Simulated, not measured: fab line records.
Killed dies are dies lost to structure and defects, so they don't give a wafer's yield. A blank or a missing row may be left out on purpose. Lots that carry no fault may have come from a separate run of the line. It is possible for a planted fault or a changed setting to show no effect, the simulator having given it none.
fab line records	flow n5_finfet
record: lots: 24	wafers: 72	last_day: 17
route steps=1938 shown BEOL_M13@1698 BEOL_M14@1726
lots untouched by any fault: they come from a run of this same line in which no faults occurred
start_h: start of the lot's first displayed wafer, in hours after the record's first day	wait_h: hours since the lot's step before	" identical to the entry in the row above	L1.1+2: one row covering several wafers at once	- no value present, or no start provided	* or withheld: withheld	< > ~ a bound
route shown NAME@n: NAME is a module with steps in the file, n the number in the route of the first one	usual: average and standard deviation across the fault-free wafers	same: alike in all rows	chamber/n: place in a boat	sites: readings site by site	_std_site: the standard deviation of these	_edge_site: outer sites' mean less inner sites'	radius_mm: how far each site lies from the wafer's centre	mask NAME#n: copy n	behind: tool/chamber where the wafer was last shaped	hold: why the lot was held/for how many hours/how that ended	device: names the non-switching transistor (n, p or np)	end of line: at the end of the route, the tests of the same wafers	a step given without rows: its recipe and nothing more	killed: at the first sort, the dies lost to defects and structure; wafer yield is something else	map: dies across one wafer; x = killed, . = not, _ = none there
set.NAME: the setting that was run; set.NAME@STEP: the one run at that earlier step	model.NAME: the simulator's own value behind a step, which no gauge read
route steps across a sampled set of lots; one table per step, one row per wafer
services: the hour from which a tool's chamber was out of use, counted from the record's first day as start_h (under 0 if before that day), plus the number of hours and why
== steps ==
step: N5_BEOL_M13_OCD_MEAS_35
usual: trench_depth_nm: 414/7.9
lot.wafer	tool	chamber	start_h	wait_h	trench_depth_nm
L074.3	ocd-01	-	226.78	0.0	408
L074.4	"	-	"	"	419
L074.5	"	-	"	"	422
L075.2	ocd-01	-	237.18	0.0	411
L075.4	"	-	"	"	425
L075.6	"	-	"	"	417
L077.1	ocd-01	-	244.11	0.0	410
L077.2	"	-	"	"	423
L077.5	"	-	"	"	415
L078.1	ocd-01	-	251.28	0.0	414
L078.2	"	-	"	"	404
L078.6	"	-	"	"	407
L076.2	ocd-02	-	251.51	0.0	408
L076.5	"	-	"	"	407
L076.6	"	-	"	"	416
L080.1	ocd-01	-	259.11	0.0	428
L080.3	"	-	"	"	415
L080.5	"	-	"	"	424
L079.1	ocd-02	-	266.55	0.0	402
L079.4	"	-	"	"	407
L079.5	"	-	"	"	408
L082.1	ocd-01	-	283.40	0.0	409
L082.2	"	-	"	"	412
L082.6	"	-	"	"	422
L081.2	ocd-02	-	283.52	0.0	410
L081.4	"	-	"	"	400
L081.6	"	-	"	"	410
L083.3	ocd-01	-	289.54	0.0	398
L083.5	"	-	"	"	410
L083.6	"	-	"	"	397
L084.2	ocd-01	-	291.25	0.0	403
L084.3	"	-	"	"	413
L084.6	"	-	"	"	403
L086.1	ocd-02	-	297.50	0.0	414
L086.2	"	-	"	"	399
L086.5	"	-	"	"	404
L085.1	ocd-01	-	300.10	0.0	426
L085.3	"	-	"	"	413
L085.6	"	-	"	"	419
L087.1	ocd-01	-	311.57	0.0	411
L087.4	"	-	"	"	413
L087.6	"	-	"	"	412
L089.2	ocd-01	-	314.88	0.0	415
L089.5	"	-	"	"	423
L089.6	"	-	"	"	427
L088.1	ocd-02	-	327.47	0.0	417
L088.3	"	-	"	"	429
L088.6	"	-	"	"	418
L091.4	ocd-02	-	335.03	0.0	411
L091.5	"	-	"	"	426
L091.6	"	-	"	"	412
L090.2	ocd-01	-	337.09	0.0	429
L090.5	"	-	"	"	427
L090.6	"	-	"	"	414
L092.2	ocd-01	-	348.04	0.0	415
L092.3	"	-	"	"	416
L092.5	"	-	"	"	421
L094.1	ocd-01	-	354.57	0.0	420
L094.3	"	-	"	"	409
L094.5	"	-	"	"	414
L093.3	ocd-02	-	355.02	0.0	423
L093.5	"	-	"	"	397
L093.6	"	-	"	"	401
L095.3	ocd-01	-	370.80	0.0	404
L095.4	"	-	"	"	421
L095.5	"	-	"	"	414
L097.1	ocd-01	-	371.09	0.0	402
L097.2	"	-	"	"	413
L097.6	"	-	"	"	406
L096.3	ocd-01	-	375.69	0.0	415
L096.5	"	-	"	"	404
L096.6	"	-	"	"	419
step: N5_BEOL_M13_ETCH_38
recipe: chemistry: CF4/N2	target: SiCN	target_depth_a: 675	taper_deg: 2	time_s: 71.9	ion_energy_ev: 150	mask_material: SiO2	pressure_mtorr: 40	source_w: 430	bias_w: 70	Ar_flow_sccm: 100	cf4_flow_sccm: 60	n2_flow_sccm: 60
usual: drypump_motor_current_A: 5.91/0.27	mfc_ar_sccm: 100.02/0.28	oes_product_au: 0.77/0.076	rf_vpp_V: 382.2/1.6	showerhead_plenum_p_Torr: 2.20/0.057	throttle_valve_pct: 15.42/0.24
lot.wafer	tool	chamber	start_h	wait_h	drypump_motor_current_A	mfc_ar_sccm	oes_product_au	rf_hours_counter_h	rf_vpp_V	showerhead_plenum_p_Torr	throttle_valve_pct
L074.3	rie_diel-03	1	227.56	-	5.46	100.44	0.69	219	380.4	2.18	15.83
L074.4	"	3	"	"	5.84	100.01	0.70	238	383.0	2.25	15.41
L074.5	"	0	"	"	5.77	99.42	0.77	-	380.5	2.11	15.55
L075.2	rie_diel-03	2	239.07	-	6.05	100.34	0.80	103	381.8	2.24	15.52
L075.4	"	3	"	"	5.81	100.00	0.70	-	384.0	2.25	15.41
L075.6	"	1	"	"	5.48	99.91	0.68	-	381.9	2.18	15.83
L077.1	rie_diel-02	0	244.24	-	5.47	99.60	0.85	37	380.3	2.16	15.23
L077.2	"	1	"	"	5.97	99.72	0.80	83	386.4	2.32	15.23
L077.5	"	1	"	"	5.95	100.57	0.81	-	385.6	2.32	15.22
L078.1	rie_diel-03	2	255.49	-	6.08	100.14	0.80	108	382.0	2.24	15.50
L078.2	"	0	"	"	5.70	100.30	0.75	184	379.4	2.11	15.57
L078.6	"	1	"	"	5.47	100.26	0.67	-	383.1	2.17	15.85
L076.2	rie_diel-06	2	255.58	-	6.01	99.99	0.72	220	382.9	2.15	15.46
L076.5	"	2	"	"	6.01	99.40	0.71	-	381.8	2.15	15.45
L076.6	"	1	"	"	6.49	100.47	0.82	-	384.0	2.24	15.17
L080.1	rie_diel-06	1	261.38	-	6.50	100.10	0.82	79	382.4	2.24	15.19
L080.3	"	2	"	"	6.03	100.03	0.72	222	379.8	2.15	15.48
L080.5	"	2	"	"	6.02	100.09	0.71	-	382.1	2.15	15.48
L079.1	rie_diel-03	1	266.95	-	5.47	100.44	0.67	232	380.9	2.17	15.85
L079.4	"	2	"	"	6.02	99.84	0.80	-	382.0	2.24	15.53
L079.5	"	0	"	"	5.71	100.28	0.75	-	379.9	2.11	15.57
L082.1	rie_diel-03	2	283.52	-	6.05	100.02	0.80	119	382.0	2.23	15.54
L082.2	"	0	"	"	5.73	99.67	0.75	194	381.8	2.11	15.60
L082.6	"	0	"	"	5.72	99.83	0.75	-	379.4	2.11	15.59
L081.2	rie_diel-06	2	284.66	-	6.07	99.66	0.71	228	380.8	2.15	15.47
L081.4	"	0	"	"	5.81	99.62	0.71	204	386.1	2.28	15.58
L081.6	"	1	"	"	6.47	100.12	0.81	-	383.2	2.24	15.18
L083.3	rie_diel-02	1	292.59	-	5.96	99.73	0.79	99	385.7	2.31	15.25
L083.5	"	2	"	"	5.97	100.34	0.71	-	381.7	2.19	15.32
L083.6	"	3	"	"	6.13	100.06	0.85	-	381.1	2.17	15.24
L084.2	rie_diel-02	0	292.71	-	5.48	99.91	0.83	52	379.7	2.16	15.27
L084.3	"	3	"	"	6.12	99.75	0.87	45	381.5	2.17	15.24
L084.6	"	3	"	"	6.14	100.26	0.87	-	381.2	2.17	15.22
L086.1	rie_diel-02	3	298.93	-	6.13	99.80	0.86	47	382.6	2.17	15.23
L086.2	"	0	"	"	5.52	100.22	0.83	54	382.5	2.15	15.27
L086.5	"	3	"	"	6.13	100.38	0.86	-	381.3	2.17	15.22
L085.1	rie_diel-03	2	302.41	-	6.04	99.99	0.78	124	384.1	2.23	15.55
L085.3	"	1	"	"	5.48	100.21	0.66	244	381.5	2.17	15.88
L085.6	"	0	"	"	5.74	100.27	0.75	-	381.2	2.11	15.60
L089.2	rie_diel-03	1	315.37	-	5.50	99.47	0.66	248	381.4	2.17	15.89
L089.5	"	3	"	"	5.85	100.34	0.92	-	383.4	2.25	14.91
L089.6	"	2	"	"	6.04	99.84	0.78	-	382.3	2.23	15.56
L087.1	rie_diel-06	1	316.29	-	6.52	100.49	0.79	97	382.1	2.23	15.19
L087.4	"	2	"	"	6.01	100.04	0.71	-	381.0	2.14	15.51
L087.6	"	0	"	"	5.79	100.43	0.70	-	383.3	2.27	15.60
L088.1	rie_diel-02	1	327.75	-	5.96	100.26	0.79	111	384.3	2.31	15.29
L088.3	"	3	"	"	6.11	100.15	0.85	57	380.6	2.17	15.26
L088.6	"	0	"	"	5.51	100.21	0.81	-	380.9	2.15	15.30
L091.4	rie_diel-06	0	335.15	-	5.78	100.10	0.69	221	382.7	2.27	15.61
L091.5	"	1	"	"	6.51	99.96	0.79	-	382.7	2.23	15.21
L091.6	"	2	"	"	6.06	99.60	0.70	-	381.7	2.14	15.50
L090.2	rie_diel-03	0	337.85	-	5.76	99.89	0.73	211	378.4	2.10	15.63
L090.5	"	2	"	"	6.05	100.12	0.78	-	381.6	2.23	15.56
L090.6	"	3	"	"	5.83	100.31	0.90	-	383.6	2.24	14.92
L092.2	rie_diel-02	2	349.58	-	5.97	99.91	0.71	219	381.3	2.18	15.36
L092.3	"	1	"	"	5.99	100.29	0.79	116	384.3	2.31	15.28
L092.5	"	1	"	"	5.98	99.83	0.79	-	384.9	2.31	15.29
L094.1	rie_diel-02	1	355.58	-	6.00	100.49	0.80	118	385.2	2.31	15.31
L094.3	"	0	"	"	5.47	99.94	0.82	72	380.6	2.15	15.32
L094.5	"	1	"	"	6.00	99.66	0.79	-	382.9	2.31	15.28
L093.3	rie_diel-02	0	357.57	-	5.49	100.34	0.81	72	381.2	2.15	15.31
L093.5	"	3	"	"	6.16	100.30	0.83	-	381.7	2.16	15.27
L093.6	"	2	"	"	5.95	99.97	0.72	-	381.1	2.18	15.37
L095.3	rie_diel-06	2	371.06	-	6.03	100.19	1.04	1	380.8	2.14	14.99
L095.4	"	0	"	"	5.80	100.44	0.68	234	381.3	2.26	15.63
L095.5	"	1	"	"	6.50	99.81	0.77	-	382.6	2.23	15.24
L096.3	rie_diel-03	0	376.45	-	5.75	100.17	0.73	223	381.1	2.10	15.66
L096.5	"	2	"	"	6.03	100.21	0.77	-	382.3	2.22	15.60
L096.6	"	3	"	"	5.85	100.22	0.88	-	383.8	2.24	14.96
L097.1	rie_diel-02	1	379.75	-	5.99	99.57	0.79	126	383.7	2.30	15.32
L097.2	"	2	"	"	5.95	99.92	0.71	228	381.5	2.18	15.38
L097.6	"	3	"	"	6.15	99.63	0.84	-	382.0	2.16	15.29
step: N5_BEOL_M13_SPUTTER_45
recipe: material: Cu	target_thk_a: 800	temp_c: -20	bias_v: 60	power_w: 26000	chamber_pressure_pa: 0.13	time_s: 13.33
usual: throttle_valve_pct: 30.1/0.92
lot.wafer	tool	chamber	start_h	wait_h	throttle_valve_pct
L074.3	pvd_sputter-03	-	228.53	0.0	30.1
L074.4	"	-	"	"	29.4
L074.5	"	-	"	"	30.1
L075.2	pvd_sputter-02	-	239.86	0.0	30.3
L075.4	"	-	"	"	29.3
L075.6	"	-	"	"	31.2
L077.1	pvd_sputter-03	-	244.91	0.0	29.4
L077.2	"	-	"	"	30.5
L077.5	"	-	"	"	29.7
L078.1	pvd_sputter-02	-	256.48	0.0	31.5
L078.2	"	-	"	"	30.7
L078.6	"	-	"	"	30.6
L076.2	pvd_sputter-01	-	257.16	0.0	29.2
L076.5	"	-	"	"	28.9
L076.6	"	-	"	"	29.0
L080.1	pvd_sputter-01	-	262.28	0.0	29.0
L080.3	"	-	"	"	31.0
L080.5	"	-	"	"	31.0
L079.1	pvd_sputter-02	-	269.23	0.0	31.5
L079.4	"	-	"	"	30.4
L079.5	"	-	"	"	29.8
L082.1	pvd_sputter-03	-	284.76	0.0	29.5
L082.2	"	-	"	"	30.1
L082.6	"	-	"	"	28.6
L081.2	pvd_sputter-01	-	285.45	0.0	29.3
L081.4	"	-	"	"	31.0
L081.6	"	-	"	"	28.8
L083.3	pvd_sputter-03	-	293.03	0.0	30.2
L083.5	"	-	"	"	29.6
L083.6	"	-	"	"	29.9
L084.2	pvd_sputter-01	-	293.49	0.0	31.0
L084.3	"	-	"	"	29.5
L084.6	"	-	"	"	31.6
L086.1	pvd_sputter-02	-	299.63	0.0	31.1
L086.2	"	-	"	"	30.7
L086.5	"	-	"	"	29.5
L085.1	pvd_sputter-01	-	303.46	0.0	31.0
L085.3	"	-	"	"	31.5
L085.6	"	-	"	"	29.2
L089.2	pvd_sputter-02	-	316.01	0.0	30.5
L089.5	"	-	"	"	31.3
L089.6	"	-	"	"	29.6
L087.1	pvd_sputter-03	-	317.06	0.0	28.6
L087.4	"	-	"	"	30.1
L087.6	"	-	"	"	29.9
L088.1	pvd_sputter-01	-	328.19	0.0	29.2
L088.3	"	-	"	"	29.0
L088.6	"	-	"	"	29.0
L091.4	pvd_sputter-01	-	335.86	0.0	31.4
L091.5	"	-	"	"	29.1
L091.6	"	-	"	"	29.1
L090.2	pvd_sputter-02	-	338.61	0.0	30.3
L090.5	"	-	"	"	29.5
L090.6	"	-	"	"	30.8
L092.2	pvd_sputter-03	-	350.50	0.0	29.9
L092.3	"	-	"	"	28.5
L092.5	"	-	"	"	29.6
L094.1	pvd_sputter-02	-	356.93	0.0	29.7
L094.3	"	-	"	"	31.5
L094.5	"	-	"	"	31.1
L093.3	pvd_sputter-03	-	358.16	0.0	28.3
L093.5	"	-	"	"	30.0
L093.6	"	-	"	"	29.3
L095.3	pvd_sputter-01	-	371.70	0.0	29.4
L095.4	"	-	"	"	30.9
L095.5	"	-	"	"	31.1
L096.3	pvd_sputter-02	-	377.21	0.0	29.4
L096.5	"	-	"	"	31.1
L096.6	"	-	"	"	29.4
L097.1	pvd_sputter-02	-	380.39	0.0	29.5
L097.2	"	-	"	"	31.1
L097.6	"	-	"	"	29.6
step: N5_BEOL_M14_CD_MEAS_10
recipe: target_cd_nm: 250	landing_energy_ev: 500	detector: se_inlens	polarity: opening
usual: cd_nm: 248.8/2.6
lot.wafer	tool	chamber	start_h	wait_h	cd_nm
L074.3	cd_sem-01	0	230.37	-	251.5
L074.4	"	0	"	"	251.5
L074.5	"	0	"	"	253.4
L075.2	cd_sem-01	0	241.43	-	245.4
L075.4	"	0	"	"	248.0
L075.6	"	0	"	"	248.3
L077.1	cd_sem-01	0	246.47	-	247.8
L077.2	"	0	"	"	250.5
L077.5	"	0	"	"	249.5
L078.1	cd_sem-01	0	258.33	-	250.9
L078.2	"	0	"	"	248.7
L078.6	"	0	"	"	250.2
L076.2	cd_sem-02	0	258.95	-	253.4
L076.5	"	0	"	"	253.5
L076.6	"	0	"	"	252.0
L080.1	cd_sem-01	0	264.06	-	249.6
L080.3	"	0	"	"	249.0
L080.5	"	0	"	"	250.1
L079.1	cd_sem-01	0	271.25	-	246.1
L079.4	"	0	"	"	245.8
L079.5	"	0	"	"	247.4
L082.1	cd_sem-01	0	286.33	-	248.3
L082.2	"	0	"	"	247.1
L082.6	"	0	"	"	246.0
L081.2	cd_sem-03	0	287.32	-	244.3
L081.4	"	0	"	"	244.9
L081.6	"	0	"	"	246.7
L083.3	cd_sem-01	0	294.72	-	247.1
L083.5	"	0	"	"	243.7
L083.6	"	0	"	"	247.1
L084.2	cd_sem-03	0	295.05	-	249.5
L084.3	"	0	"	"	246.0
L084.6	"	0	"	"	249.7
L086.1	cd_sem-02	0	301.62	-	253.2
L086.2	"	0	"	"	253.4
L086.5	"	0	"	"	253.9
L085.1	cd_sem-01	0	305.02	-	246.9
L085.3	"	0	"	"	245.6
L085.6	"	0	"	"	247.6
L089.2	cd_sem-03	0	317.58	-	250.0
L089.5	"	0	"	"	249.0
L089.6	"	0	"	"	251.6
L087.1	cd_sem-03	0	318.67	-	251.0
L087.4	"	0	"	"	247.5
L087.6	"	0	"	"	248.8
L088.1	cd_sem-01	0	329.88	-	249.7
L088.3	"	0	"	"	247.0
L088.6	"	0	"	"	249.3
L091.4	cd_sem-01	0	337.51	-	242.5
L091.5	"	0	"	"	246.4
L091.6	"	0	"	"	246.0
L090.2	cd_sem-01	0	340.22	-	247.5
L090.5	"	0	"	"	248.5
L090.6	"	0	"	"	248.6
L092.2	cd_sem-03	0	352.09	-	247.5
L092.3	"	0	"	"	248.4
L092.5	"	0	"	"	248.3
L094.1	cd_sem-02	0	358.49	-	249.1
L094.3	"	0	"	"	247.6
L094.5	"	0	"	"	249.6
L093.3	cd_sem-03	0	360.69	-	247.1
L093.5	"	0	"	"	246.8
L093.6	"	0	"	"	244.9
L095.3	cd_sem-03	0	373.38	-	248.2
L095.4	"	0	"	"	249.6
L095.5	"	0	"	"	247.4
L096.3	cd_sem-03	0	378.90	-	251.8
L096.5	"	0	"	"	252.1
L096.6	"	0	"	"	252.7
L097.1	cd_sem-03	0	382.08	-	250.9
L097.2	"	0	"	"	251.3
L097.6	"	0	"	"	251.9
step: N5_BEOL_M14_ETCH_59
recipe: chemistry: N2/H2	target: BARC	target_depth_a: 890	overetch_a: 267	time_s: 67.9	ion_energy_ev: 200	pressure_mtorr: 30	source_w: 840	bias_w: 150	n2_flow_sccm: 200	h2_flow_sccm: 200
usual: drypump_motor_current_A: 5.4/0.58	oes_product_au: 0.69/0.074	rf_vpp_V: 522.7/2.6	showerhead_plenum_p_Torr: 2.51/0.082	throttle_valve_pct: 17.80/0.24
lot.wafer	tool	chamber	start_h	wait_h	drypump_motor_current_A	oes_product_au	rf_hours_counter_h	rf_vpp_V	showerhead_plenum_p_Torr	throttle_valve_pct
L074.3	rie_diel-04	3	230.51	0.0	4.9	0.59	223	525.0	2.60	18.15
L074.4	"	1	"	"	5.4	0.77	22	529.1	2.70	17.72
L074.5	"	3	"	"	4.9	0.59	-	524.9	2.60	18.15
L075.2	rie_diel-05	3	241.55	0.0	4.9	0.61	208	520.8	2.42	17.99
L075.4	"	1	"	"	6.4	0.63	192	522.0	2.45	18.11
L075.6	"	2	"	"	5.2	0.69	-	524.3	2.55	17.39
L077.1	rie_diel-04	3	246.60	0.0	4.8	0.60	229	526.9	2.60	18.16
L077.2	"	1	"	"	5.3	0.76	26	528.2	2.70	17.72
L077.5	"	1	"	"	5.3	0.76	-	528.3	2.70	17.72
L078.1	rie_diel-05	2	258.56	0.0	5.2	0.69	94	524.2	2.55	17.40
L078.2	"	0	"	"	6.0	0.75	38	522.8	2.50	17.56
L078.6	"	0	"	"	5.9	0.75	-	521.6	2.50	17.54
L076.2	rie_diel-04	2	259.07	0.0	5.3	0.59	225	520.0	2.43	17.87
L076.5	"	2	"	"	5.3	0.59	-	519.3	2.43	17.85
L076.6	"	1	"	"	5.4	0.76	-	528.8	2.70	17.72
L080.1	rie_diel-01	2	264.19	0.0	6.3	0.80	13	522.7	2.50	17.71
L080.3	"	0	"	"	4.9	0.74	44	520.9	2.46	17.58
L080.5	"	0	"	"	4.9	0.74	-	522.3	2.46	17.57
L079.1	rie_diel-04	3	271.38	0.0	4.8	0.59	237	525.7	2.60	18.16
L079.4	"	2	"	"	5.3	0.58	229	520.0	2.43	17.86
L079.5	"	2	"	"	5.3	0.59	-	518.9	2.43	17.87
L082.1	rie_diel-04	3	286.49	0.0	4.9	0.58	244	525.8	2.59	18.17
L082.2	"	0	"	"	5.5	0.78	28	522.8	2.49	17.99
L082.6	"	3	"	"	4.8	0.58	-	525.9	2.59	18.19
L081.2	rie_diel-01	3	287.63	0.0	4.9	0.76	29	522.1	2.50	17.51
L081.4	"	2	"	"	6.3	0.77	22	522.1	2.50	17.73
L081.6	"	1	"	"	4.8	0.60	-	525.2	2.60	18.03
L083.3	rie_diel-05	3	294.84	0.0	4.9	0.60	226	520.1	2.41	18.01
L083.5	"	0	"	"	6.0	0.73	-	522.7	2.49	17.57
L083.6	"	3	"	"	4.9	0.60	-	519.6	2.41	18.02
L084.2	rie_diel-04	0	295.19	0.0	5.4	0.78	32	523.7	2.49	18.00
L084.3	"	2	"	"	5.3	0.58	240	518.3	2.43	17.88
L084.6	"	0	"	"	5.4	0.77	-	523.0	2.49	18.01
L086.1	rie_diel-05	1	301.75	0.0	6.4	0.62	203	521.4	2.44	18.15
L086.2	"	3	"	"	4.9	0.60	228	519.2	2.41	18.01
L086.5	"	0	"	"	6.0	0.73	-	522.8	2.49	17.59
L085.1	rie_diel-01	3	305.15	0.0	4.9	0.76	35	521.4	2.50	17.53
L085.3	"	2	"	"	6.3	0.76	29	521.4	2.49	17.71
L085.6	"	0	"	"	4.9	0.72	-	522.0	2.45	17.60
L089.2	rie_diel-05	3	317.70	0.0	4.9	0.60	235	519.8	2.40	18.02
L089.5	"	3	"	"	4.9	0.60	-	520.7	2.40	18.04
L089.6	"	0	"	"	6.0	0.72	-	523.3	2.49	17.58
L087.1	rie_diel-05	3	318.88	0.0	4.9	0.59	236	518.7	2.40	18.03
L087.4	"	3	"	"	4.9	0.59	-	520.2	2.40	18.03
L087.6	"	1	"	"	6.4	0.62	-	520.7	2.44	18.16
L088.1	rie_diel-01	0	330.00	0.0	4.9	0.71	67	521.9	2.45	17.62
L088.3	"	2	"	"	6.3	0.75	39	521.8	2.49	17.77
L088.6	"	2	"	"	6.3	0.75	-	521.2	2.49	17.74
L091.4	rie_diel-05	0	337.78	0.0	5.9	0.70	68	521.9	2.49	17.61
L091.5	"	0	"	"	6.0	0.71	-	522.5	2.49	17.60
L091.6	"	1	"	"	6.5	0.62	-	520.7	2.44	18.15
L090.2	rie_diel-01	1	340.34	0.0	4.7	0.85	2	527.7	2.60	17.60
L090.5	"	1	"	"	4.7	0.86	-	525.0	2.60	17.58
L090.6	"	0	"	"	4.9	0.72	-	520.9	2.44	17.63
L092.2	rie_diel-01	0	352.21	0.0	4.9	0.71	76	521.0	2.44	17.63
L092.3	"	2	"	"	6.3	0.74	47	522.7	2.49	17.74
L092.5	"	2	"	"	6.3	0.73	-	521.8	2.49	17.78
L094.1	rie_diel-04	1	358.63	0.0	5.4	0.70	72	527.7	2.68	17.82
L094.3	"	0	"	"	5.5	0.74	59	521.7	2.48	18.06
L094.5	"	0	"	"	5.5	0.74	-	522.6	2.48	18.06
L093.3	rie_diel-01	0	360.81	0.0	4.9	0.70	79	521.1	2.44	17.62
L093.5	"	2	"	"	6.3	0.72	-	522.5	2.48	17.77
L093.6	"	1	"	"	4.7	0.81	-	525.0	2.60	17.59
L095.3	rie_diel-05	0	373.50	0.0	5.9	0.70	81	520.6	2.48	17.62
L095.4	"	1	"	"	6.4	0.61	-	521.0	2.43	18.18
L095.5	"	2	"	"	5.2	0.65	-	523.6	2.54	17.45
L096.3	rie_diel-05	2	379.04	0.0	5.2	0.66	129	523.8	2.54	17.46
L096.5	"	0	"	"	6.0	0.70	-	520.9	2.48	17.62
L096.6	"	1	"	"	6.4	0.61	-	519.0	2.43	18.18
L097.1	rie_diel-05	2	382.20	0.0	5.2	0.66	131	523.1	2.54	17.47
L097.2	"	1	"	"	6.4	0.60	234	519.9	2.43	18.18
L097.6	"	0	"	"	5.9	0.70	-	521.8	2.48	17.63
step: N5_BEOL_M14_CD_MEAS_28
recipe: target_cd_nm: 284.4	landing_energy_ev: 500	detector: se_inlens
usual: cd_nm: 285.2/2.1
lot.wafer	tool	chamber	start_h	wait_h	cd_nm
L074.3	cd_sem-01	0	231.24	-	285.7
L074.4	"	0	"	"	285.6
L074.5	"	0	"	"	283.6
L075.2	cd_sem-02	0	242.40	-	286.8
L075.4	"	0	"	"	285.9
L075.6	"	0	"	"	285.6
L077.1	cd_sem-02	0	247.32	-	280.7
L077.2	"	0	"	"	287.1
L077.5	"	0	"	"	289.7
L078.1	cd_sem-02	0	259.29	-	285.6
L078.2	"	0	"	"	285.8
L078.6	"	0	"	"	285.9
L076.2	cd_sem-01	0	259.80	-	288.1
L076.5	"	0	"	"	282.9
L076.6	"	0	"	"	284.3
L080.1	cd_sem-01	0	264.96	-	280.5
L080.3	"	0	"	"	284.7
L080.5	"	0	"	"	280.7
L079.1	cd_sem-02	0	272.24	-	285.8
L079.4	"	0	"	"	284.5
L079.5	"	0	"	"	284.4
L082.1	cd_sem-01	0	287.36	-	287.1
L082.2	"	0	"	"	283.7
L082.6	"	0	"	"	283.4
L081.2	cd_sem-02	0	288.36	-	283.6
L081.4	"	0	"	"	280.4
L081.6	"	0	"	"	285.3
L083.3	cd_sem-03	0	295.69	-	284.2
L083.5	"	0	"	"	283.7
L083.6	"	0	"	"	285.7
L084.2	cd_sem-02	0	295.92	-	291.2
L084.3	"	0	"	"	285.5
L084.6	"	0	"	"	283.2
L086.1	cd_sem-03	0	302.48	-	283.2
L086.2	"	0	"	"	288.1
L086.5	"	0	"	"	290.9
L085.1	cd_sem-03	0	306.00	-	284.9
L085.3	"	0	"	"	285.9
L085.6	"	0	"	"	289.7
L089.2	cd_sem-01	0	318.55	-	282.8
L089.5	"	0	"	"	287.2
L089.6	"	0	"	"	284.0
L087.1	cd_sem-03	0	319.61	-	285.7
L087.4	"	0	"	"	284.2
L087.6	"	0	"	"	285.1
L088.1	cd_sem-01	0	330.85	-	283.2
L088.3	"	0	"	"	283.9
L088.6	"	0	"	"	287.4
L091.4	cd_sem-03	0	338.51	-	290.3
L091.5	"	0	"	"	284.5
L091.6	"	0	"	"	287.5
L090.2	cd_sem-01	0	341.19	-	285.4
L090.5	"	0	"	"	284.5
L090.6	"	0	"	"	286.2
L092.2	cd_sem-03	0	353.06	-	284.7
L092.3	"	0	"	"	289.6
L092.5	"	0	"	"	286.8
L094.1	cd_sem-01	0	359.36	-	284.5
L094.3	"	0	"	"	284.9
L094.5	"	0	"	"	286.0
L093.3	cd_sem-01	0	361.54	-	284.8
L093.5	"	0	"	"	284.3
L093.6	"	0	"	"	283.9
L095.3	cd_sem-01	0	374.36	-	285.5
L095.4	"	0	"	"	283.7
L095.5	"	0	"	"	286.1
L096.3	cd_sem-01	0	379.77	-	285.2
L096.5	"	0	"	"	287.6
L096.6	"	0	"	"	283.5
L097.1	cd_sem-03	0	382.93	-	286.6
L097.2	"	0	"	"	288.7
L097.6	"	0	"	"	283.6
== services ==
tool	chamber	start_h	hours	kind
rie_diel-03	-	220.73	0.9	repair
rie_diel-02	3	229.20	1.3	repair
rie_diel-03	0	237.94	16.9	repair
rie_diel-04	-	240.99	2.6	repair
rie_diel-05	1	254.24	8.0	repair
rie_diel-03	3	265.27	-	clean
rie_diel-03	3	265.27	-	consumable_replace:esc
rie_diel-03	3	265.27	-	consumable_replace:focus_ring
rie_diel-01	0	269.87	1.4	repair
rie_diel-05	-	282.41	10.9	repair
rie_diel-05	2	299.44	23.6	repair
rie_diel-05	1	319.97	6.9	repair
rie_diel-04	2	320.59	4.6	repair
rie_diel-02	2	343.65	3.2	repair
rie_diel-01	1	350.04	2.2	repair
rie_diel-05	3	359.09	-	clean
rie_diel-05	3	359.09	-	consumable_replace:focus_ring
rie_diel-05	3	359.09	-	consumable_replace:showerhead
rie_diel-05	3	359.09	24.8	scheduled_down
rie_diel-05	3	359.09	24.8	vent_cycle
pvd_sputter-03	-	366.40	10.0	repair
rie_diel-03	1	367.60	2.7	repair
rie_diel-01	3	370.96	4.0	repair
rie_diel-02	0	372.38	12.3	repair
== key ==
fault none
